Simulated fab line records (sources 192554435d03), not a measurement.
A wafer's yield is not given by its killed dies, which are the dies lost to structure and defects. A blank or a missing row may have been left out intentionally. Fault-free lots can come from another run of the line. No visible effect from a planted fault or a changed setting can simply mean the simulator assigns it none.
What tool caused it?	flow n5_finfet	Sampling: 22 lots, 66 wafers, 6 of 1938 route steps

## WHAT EACH GAUGE READ, for each wafer
N5_DUMMY_GATE_CD_MEAS_24: the cd target is 15 nm. Usual: cd_nm at 14.97 nm, with a standard deviation of 0.3.
lot	measured	on	cd_nm (nm)	flag
L074	day 2 23:37	cd_sem-03	14.76 15.09 14.63	
L075	day 3 04:27	cd_sem-02	14.98 14.67 14.77	
L076	day 3 12:34	cd_sem-03	15.10 14.68 14.51	
L077	day 3 19:20	cd_sem-01	14.86 14.80 14.74	
L078	day 3 22:01	cd_sem-03	14.99 15.05 15.62	
L079	day 4 05:20	cd_sem-03	15.37 14.99 14.82	
L080	day 4 09:32	cd_sem-03	15.14 14.94 14.83	
L081	day 4 17:03	cd_sem-03	15.06 14.88 14.44	
L082	day 5 04:27	cd_sem-01	14.98 15.10 15.00	
L084	day 5 13:26	cd_sem-02	14.80 15.37 15.06	
L085	day 5 18:46	cd_sem-02	14.72 14.95 14.56	
L086	day 6 01:41	cd_sem-02	15.23 15.19 14.82	
L087	day 6 05:36	cd_sem-03	15.36 15.31 14.26	
L088	day 6 10:20	cd_sem-01	15.06 14.73 14.94	
L089	day 6 19:14	cd_sem-01	14.79 14.42 14.77	
L090	day 6 23:26	cd_sem-01	14.73 15.68 14.91	
L091	day 7 06:28	cd_sem-02	15.38 14.85 14.81	
L093	day 7 17:46	cd_sem-03	15.51 14.72 15.19	
L094	day 7 22:28	cd_sem-02	14.75 15.00 14.78	
L095	day 8 05:43	cd_sem-01	15.36 15.09 15.72	
L096	day 8 12:47	cd_sem-03	15.12 15.46 14.38	
L097	day 8 16:52	cd_sem-01	15.16 15.18 14.85	

## TOOL THAT RAN EACH LOT (tool first, then ch and the chambers of the sampled wafers, then the start)
lot	N5_STI_FIN_REVEAL_ALD_00	N5_STI_FIN_REVEAL_STRIP_24	N5_DUMMY_GATE_ETCH_29	N5_DUMMY_GATE_ETCH_37	N5_DUMMY_GATE_STRIP_41
L074	ald_sin-03 ch 0,2,3, day 2 04:57	rie_diel-04 ch 0,1,3, day 2 10:37	rie_diel-06 ch 0,1, day 2 22:48	rie_diel-06 ch 0,1, day 2 22:53	rie_diel-06 ch 1,2,3, day 2 23:13
L075	ald_sin-01 ch 0,2, day 2 10:11	rie_diel-04 ch 0,2,3, day 2 15:56	rie_diel-01 ch 0,1, day 3 03:38	rie_diel-01 ch 0,1, day 3 03:43	rie_diel-01 ch 0,1,2, day 3 04:03
L076	ald_sin-01 ch 0,1, day 2 15:49	rie_diel-05 ch 2,3, day 2 21:29	rie_diel-02 ch 0,3, day 3 11:46	rie_diel-02 ch 0,3, day 3 11:50	rie_diel-01 ch 0,2,3, day 3 12:10
L077	ald_sin-01 ch 0,1,3, day 2 22:24	rie_diel-05 ch 2,3, day 3 04:42	rie_diel-02 ch 1,3, day 3 18:32	rie_diel-02 ch 1,3, day 3 18:37	rie_diel-02 ch 1,2, day 3 18:56
L078	ald_sin-03 ch 0,1,2, day 3 03:11	rie_diel-03 ch 0,1,2, day 3 09:26	rie_diel-06 ch 0,1,2, day 3 21:13	rie_diel-06 ch 0,1,2, day 3 21:18	rie_diel-06 ch 0,1,3, day 3 21:37
L079	ald_sin-02 ch 0,1, day 3 09:11	rie_diel-04 ch 0,2, day 3 15:00	rie_diel-01 ch 0,2,3, day 4 04:31	rie_diel-01 ch 0,2,3, day 4 04:36	rie_diel-01 ch 0,1, day 4 04:56
L080	ald_sin-03 ch 1,2,3, day 3 15:16	rie_diel-05 ch 1,2,3, day 3 20:57	rie_diel-02 ch 1,2,3, day 4 08:43	rie_diel-02 ch 1,2,3, day 4 08:47	rie_diel-06 ch 1,2,3, day 4 09:08
L081	ald_sin-01 ch 1,2,3, day 3 21:25	rie_diel-05 ch 1,2,3, day 4 03:52	rie_diel-01 ch 0,2,3, day 4 16:05	rie_diel-01 ch 0,2,3, day 4 16:10	rie_diel-02 ch 0,1, day 4 16:38
L082	ald_sin-01 ch 0,2,3, day 4 04:25	rie_diel-03 ch 1,2,3, day 4 10:12	rie_diel-02 ch 0,1, day 5 03:38	rie_diel-02 ch 0,1, day 5 03:43	rie_diel-01 ch 0,2,3, day 5 04:03
L084	ald_sin-02 ch 0,3, day 4 18:08	rie_diel-05 ch 0,3, day 4 23:50	rie_diel-02 ch 2,3, day 5 12:34	rie_diel-02 ch 2,3, day 5 12:38	rie_diel-01 ch 1,2, day 5 13:02
L085	ald_sin-02 ch 0,1,3, day 4 22:21	rie_diel-04 ch 0,2,3, day 5 04:11	rie_diel-01 ch 0,1,3, day 5 17:57	rie_diel-01 ch 0,1,3, day 5 18:02	rie_diel-01 ch 0,1,3, day 5 18:21
L086	ald_sin-02 ch 1,2,3, day 5 07:13	rie_diel-05 ch 1,2, day 5 12:59	rie_diel-06 ch 0,3, day 6 00:53	rie_diel-06 ch 0,3, day 6 00:58	rie_diel-06 ch 0,1,3, day 6 01:17
L087	ald_sin-02 ch 0,2,3, day 5 10:43	rie_diel-04 ch 1,2,3, day 5 16:22	rie_diel-01 ch 1,3, day 6 04:47	rie_diel-01 ch 1,3, day 6 04:52	rie_diel-01 ch 1,2,3, day 6 05:11
L088	ald_sin-03 ch 0,1, day 5 15:49	rie_diel-05 ch 0,3, day 5 21:29	rie_diel-01 ch 1,2, day 6 09:18	rie_diel-01 ch 1,2, day 6 09:23	rie_diel-02 ch 1,2, day 6 09:56
L089	ald_sin-01 ch 0,1,3, day 5 22:59	rie_diel-03 ch 0,2,3, day 6 04:49	rie_diel-02 ch 0,2,3, day 6 18:26	rie_diel-02 ch 0,2,3, day 6 18:31	rie_diel-02 ch 1,2,3, day 6 18:50
L090	ald_sin-03 ch 0,1,2, day 6 04:52	rie_diel-04 ch 1,2, day 6 10:47	rie_diel-06 ch 0,1,3, day 6 22:38	rie_diel-06 ch 0,1,3, day 6 22:43	rie_diel-06 ch 1,2,3, day 6 23:02
L091	ald_sin-01 ch 0,1, day 6 10:13	rie_diel-05 ch 0,3, day 6 15:58	rie_diel-06 ch 1,2, day 7 05:36	rie_diel-06 ch 1,2, day 7 05:41	rie_diel-06 ch 2,3, day 7 06:04
L093	ald_sin-02 ch 0,1, day 6 22:48	rie_diel-03 ch 0,1,3, day 7 04:56	rie_diel-02 ch 2,3, day 7 16:50	rie_diel-02 ch 2,3, day 7 16:55	rie_diel-01 ch 0,1, day 7 17:22
L094	ald_sin-02 ch 0,1,2, day 7 03:39	rie_diel-03 ch 0,1,3, day 7 09:25	rie_diel-06 ch 2,3, day 7 21:39	rie_diel-06 ch 2,3, day 7 21:44	rie_diel-06 ch 1,2,3, day 7 22:04
L095	ald_sin-02 ch 0,3, day 7 10:38	rie_diel-03 ch 0,2, day 7 16:18	rie_diel-06 ch 0,2,3, day 8 04:55	rie_diel-06 ch 0,2,3, day 8 05:00	rie_diel-06 ch 1,2,3, day 8 05:19
L096	ald_sin-02 ch 0,2,3, day 7 18:26	rie_diel-03 ch 0,2,3, day 8 00:06	rie_diel-01 ch 0,1,2, day 8 11:59	rie_diel-01 ch 0,1,2, day 8 12:04	rie_diel-06 ch 0,1, day 8 12:23
L097	ald_sin-03 ch 0,1, day 7 22:01	rie_diel-04 ch 0,3, day 8 03:50	rie_diel-01 ch 1,2,3, day 8 16:04	rie_diel-01 ch 1,2,3, day 8 16:08	rie_diel-02 ch 0,2,3, day 8 16:28
- N5_STI_FIN_REVEAL_ALD_00: deposits SiO2, target thk 1 nm, pulse time 1 s.
- N5_STI_FIN_REVEAL_STRIP_24: strips in N2/H2, time 90 s.
- N5_DUMMY_GATE_ETCH_29: etches underlayer in N2/H2, target depth 13 nm.
- N5_DUMMY_GATE_ETCH_37: etches SOC in N2/H2, target depth 60 nm, overetch 30 nm.
- N5_DUMMY_GATE_STRIP_41: strips in O2.

## WHAT THE TOOLS THEMSELVES READ (means of the sampled wafers that have a number; where no wafer has one, the mark that the record gives instead)
N5_STI_FIN_REVEAL_ALD_00. Usual: heater_power_w 491 W, standard deviation 45; precursor_pulse_height_rel 0.999, standard deviation 0.021.
lot	tool	heater_power_w (W)	precursor_pulse_height_rel	flag
L074	ald_sin-03	478	0.986	
L075	ald_sin-01	497	1.006	
L076	ald_sin-01	470	0.970	
L077	ald_sin-01	496	1.001	
L078	ald_sin-03	504	1.025	
L079	ald_sin-02	447	1.001	
L080	ald_sin-03	532	0.978	
L081	ald_sin-01	507	1.011	
L082	ald_sin-01	513	1.007	
L084	ald_sin-02	494	1.006	
L085	ald_sin-02	487	0.998	
L086	ald_sin-02	489	1.005	
L087	ald_sin-02	492	0.986	
L088	ald_sin-03	498	0.992	
L089	ald_sin-01	500	0.995	
L090	ald_sin-03	499	0.997	
L091	ald_sin-01	468	1.004	
L093	ald_sin-02	452	0.997	
L094	ald_sin-02	455	1.014	
L095	ald_sin-02	499	0.993	
L096	ald_sin-02	503	0.983	
L097	ald_sin-03	503	1.009	

N5_STI_FIN_REVEAL_STRIP_24. Usual: drypump_motor_current_A 6.0 A, standard deviation 0.37; n2_flow_sccm 299.9 sccm, standard deviation 0.94; oes_product_au 0.77 a.u., standard deviation 0.087; rf_vpp_V 45.3 V, standard deviation 0.83; showerhead_plenum_p_Torr 3.38 Torr, standard deviation 0.084; throttle_valve_pct 12.30 %, standard deviation 0.29.
lot	tool	drypump_motor_current_A (A)	n2_flow_sccm (sccm)	oes_product_au (a.u.)	rf_vpp_V (V)	showerhead_plenum_p_Torr (Torr)	throttle_valve_pct (%)	flag
L074	rie_diel-04	5.9	299.4	0.72	46.1	3.37	12.36	
L075	rie_diel-04	5.7	299.9	0.70	45.8	3.35	12.37	
L076	rie_diel-05	6.3	300.0	0.83	44.8	3.38	12.08	
L077	rie_diel-05	6.3	299.6	0.82	44.9	3.38	12.09	
L078	rie_diel-03	5.9	300.1	0.77	46.0	3.43	12.53	
L079	rie_diel-04	5.4	299.5	0.69	45.2	3.38	12.28	
L080	rie_diel-05	6.2	300.2	0.77	46.0	3.38	12.33	
L081	rie_diel-05	6.3	300.3	0.77	46.5	3.38	12.35	
L082	rie_diel-03	6.1	299.5	0.75	45.2	3.42	12.47	
L084	rie_diel-05	6.2	301.0	0.83	44.8	3.37	12.15	
L085	rie_diel-04	5.7	299.8	0.68	44.9	3.33	12.42	
L086	rie_diel-05	6.3	300.5	0.74	44.5	3.32	12.36	
L087	rie_diel-04	5.9	300.6	0.69	44.6	3.30	12.38	
L088	rie_diel-05	6.2	300.0	0.77	44.9	3.43	12.40	
L089	rie_diel-03	5.9	300.4	0.80	46.3	3.44	12.35	
L090	rie_diel-04	5.8	298.8	0.70	45.6	3.36	12.26	
L091	rie_diel-05	6.2	298.8	0.77	46.3	3.43	12.40	
L093	rie_diel-03	6.2	299.9	0.89	45.4	3.39	12.15	
L094	rie_diel-03	6.2	299.0	0.87	45.4	3.39	12.16	
L095	rie_diel-03	5.7	299.7	0.80	45.3	3.44	12.47	
L096	rie_diel-03	5.9	299.9	0.78	45.9	3.43	12.38	
L097	rie_diel-04	5.7	299.9	0.66	44.7	3.38	12.51	

N5_DUMMY_GATE_ETCH_29. Usual: drypump_motor_current_A 5.5 A, standard deviation 0.51; n2_flow_sccm 199.9 sccm, standard deviation 0.56; oes_product_au 0.77 a.u., standard deviation 0.055; rf_vpp_V 522.7 V, standard deviation 2.6; showerhead_plenum_p_Torr 2.50 Torr, standard deviation 0.089; throttle_valve_pct 17.84 %, standard deviation 0.18.
lot	tool	drypump_motor_current_A (A)	n2_flow_sccm (sccm)	oes_product_au (a.u.)	rf_vpp_V (V)	showerhead_plenum_p_Torr (Torr)	throttle_valve_pct (%)	flag
L074	rie_diel-06	5.1	200.0	0.80	522.2	2.49	17.93	
L075	rie_diel-01	5.2	199.5	0.80	521.0	2.46	17.74	
L076	rie_diel-02	5.7	199.6	0.86	526.0	2.61	17.68	
L077	rie_diel-02	6.2	200.2	0.81	522.6	2.49	17.70	
L078	rie_diel-06	5.2	199.9	0.78	522.2	2.49	17.94	
L079	rie_diel-01	5.8	200.0	0.77	520.9	2.48	17.77	
L080	rie_diel-02	5.8	200.0	0.79	522.3	2.48	17.74	
L081	rie_diel-01	5.8	199.8	0.77	521.9	2.48	17.78	
L082	rie_diel-02	5.6	200.0	0.87	526.0	2.62	17.62	
L084	rie_diel-02	5.6	199.7	0.79	523.1	2.51	17.76	
L085	rie_diel-01	5.3	200.3	0.76	522.9	2.51	17.93	
L086	rie_diel-06	5.5	200.5	0.73	522.8	2.51	18.14	
L087	rie_diel-01	5.4	200.1	0.71	524.3	2.56	18.06	
L088	rie_diel-01	5.8	199.5	0.74	525.0	2.57	17.82	
L089	rie_diel-02	5.4	200.3	0.81	524.4	2.56	17.72	
L090	rie_diel-06	5.3	200.2	0.73	522.0	2.47	18.02	
L091	rie_diel-06	5.0	199.3	0.76	521.8	2.44	17.84	
L093	rie_diel-02	5.4	200.2	0.77	522.1	2.47	17.80	
L094	rie_diel-06	5.4	200.0	0.70	519.9	2.42	17.91	
L095	rie_diel-06	5.4	200.1	0.71	522.4	2.46	18.02	
L096	rie_diel-01	5.5	199.7	0.74	523.4	2.50	17.82	
L097	rie_diel-01	5.6	200.8	0.71	524.5	2.56	17.96	

N5_DUMMY_GATE_ETCH_37. Usual: drypump_motor_current_A 5.5 A, standard deviation 0.51; n2_flow_sccm 200.0 sccm, standard deviation 0.62; oes_product_au 0.61 a.u., standard deviation 0.042; rf_vpp_V 522.7 V, standard deviation 2.6; showerhead_plenum_p_Torr 2.50 Torr, standard deviation 0.089; throttle_valve_pct 17.77 %, standard deviation 0.18.
lot	tool	drypump_motor_current_A (A)	n2_flow_sccm (sccm)	oes_product_au (a.u.)	rf_vpp_V (V)	showerhead_plenum_p_Torr (Torr)	throttle_valve_pct (%)	flag
L074	rie_diel-06	5.2	200.5	0.63	522.9	2.49	17.86	
L075	rie_diel-01	5.2	199.8	0.63	521.4	2.46	17.67	
L076	rie_diel-02	5.7	199.9	0.67	526.0	2.61	17.60	
L077	rie_diel-02	6.2	200.2	0.64	522.2	2.49	17.64	
L078	rie_diel-06	5.1	199.9	0.61	522.0	2.49	17.87	
L079	rie_diel-01	5.8	199.9	0.61	521.7	2.48	17.70	
L080	rie_diel-02	5.8	200.0	0.63	522.3	2.49	17.67	
L081	rie_diel-01	5.8	199.5	0.60	521.9	2.48	17.71	
L082	rie_diel-02	5.6	199.4	0.68	525.7	2.62	17.55	
L084	rie_diel-02	5.6	199.8	0.62	523.0	2.51	17.69	
L085	rie_diel-01	5.3	199.5	0.59	522.3	2.51	17.84	
L086	rie_diel-06	5.5	200.1	0.57	523.9	2.51	18.07	
L087	rie_diel-01	5.4	200.3	0.57	523.9	2.56	17.99	
L088	rie_diel-01	5.8	200.2	0.58	525.2	2.57	17.73	
L089	rie_diel-02	5.4	199.9	0.64	524.7	2.56	17.65	
L090	rie_diel-06	5.4	199.9	0.59	521.7	2.47	17.93	
L091	rie_diel-06	5.0	200.4	0.60	520.3	2.44	17.77	
L093	rie_diel-02	5.3	200.3	0.60	522.0	2.47	17.74	
L094	rie_diel-06	5.4	199.6	0.55	520.4	2.42	17.84	
L095	rie_diel-06	5.4	200.1	0.57	521.3	2.46	17.96	
L096	rie_diel-01	5.5	199.9	0.59	522.7	2.50	17.75	
L097	rie_diel-01	5.6	199.4	0.56	524.7	2.56	17.90	

N5_DUMMY_GATE_STRIP_41. Usual: drypump_motor_current_A 5.4 A, standard deviation 0.48; oes_product_au 0.76 a.u., standard deviation 0.049; rf_vpp_V 3.7 V, standard deviation 0.48; showerhead_plenum_p_Torr 2.06 Torr, standard deviation 0.075; throttle_valve_pct 16.61 %, standard deviation 0.16.
lot	tool	drypump_motor_current_A (A)	oes_product_au (a.u.)	rf_vpp_V (V)	showerhead_plenum_p_Torr (Torr)	throttle_valve_pct (%)	flag
L074	rie_diel-06	5.2	0.77	3.8	2.01	16.58	
L075	rie_diel-01	5.5	0.78	4.0	2.08	16.56	
L076	rie_diel-01	5.8	0.77	3.5	2.05	16.51	
L077	rie_diel-02	5.5	0.79	4.0	2.01	16.47	
L078	rie_diel-06	5.4	0.75	3.3	2.04	16.70	
L079	rie_diel-01	5.2	0.79	3.8	2.03	16.53	
L080	rie_diel-06	5.2	0.76	3.8	2.01	16.59	
L081	rie_diel-02	5.9	0.84	3.5	2.09	16.40	
L082	rie_diel-01	5.8	0.76	3.6	2.04	16.54	
L084	rie_diel-01	5.8	0.75	3.7	2.13	16.64	
L085	rie_diel-01	5.3	0.74	3.4	2.06	16.65	
L086	rie_diel-06	5.4	0.74	3.7	2.03	16.73	
L087	rie_diel-01	5.6	0.72	3.9	2.11	16.70	
L088	rie_diel-02	5.9	0.78	4.0	2.01	16.48	
L089	rie_diel-02	5.8	0.78	3.5	2.04	16.54	
L090	rie_diel-06	5.1	0.74	3.2	2.00	16.64	
L091	rie_diel-06	5.3	0.70	3.7	1.99	16.62	
L093	rie_diel-01	4.9	0.74	3.5	2.09	16.72	
L094	rie_diel-06	5.2	0.74	3.6	2.00	16.64	
L095	rie_diel-06	5.2	0.73	4.0	2.00	16.65	
L096	rie_diel-06	5.1	0.75	3.6	2.04	16.77	
L097	rie_diel-02	5.4	0.80	4.0	2.11	16.50	

## THE ANSWER, worked out from the rows above alone
Rule: take the mean of a lot's wafers that have a number; if it is more than 3 standard deviations from the usual mean, the lot is off. A lot without any number at a reading at which 4 lots or more have one is off too. Any other lot the step has rows for is counted as sound. First the gauges in route order, then the tools' own readings, where a lot's mean is used as printed above. At the first step where some lot is off, the reading lying furthest off is the one used; lots without a number count as furthest.
No lot is off at any reading shown: from this, nothing can be told.

## WHAT THE SIMULATOR HAD INSERTED
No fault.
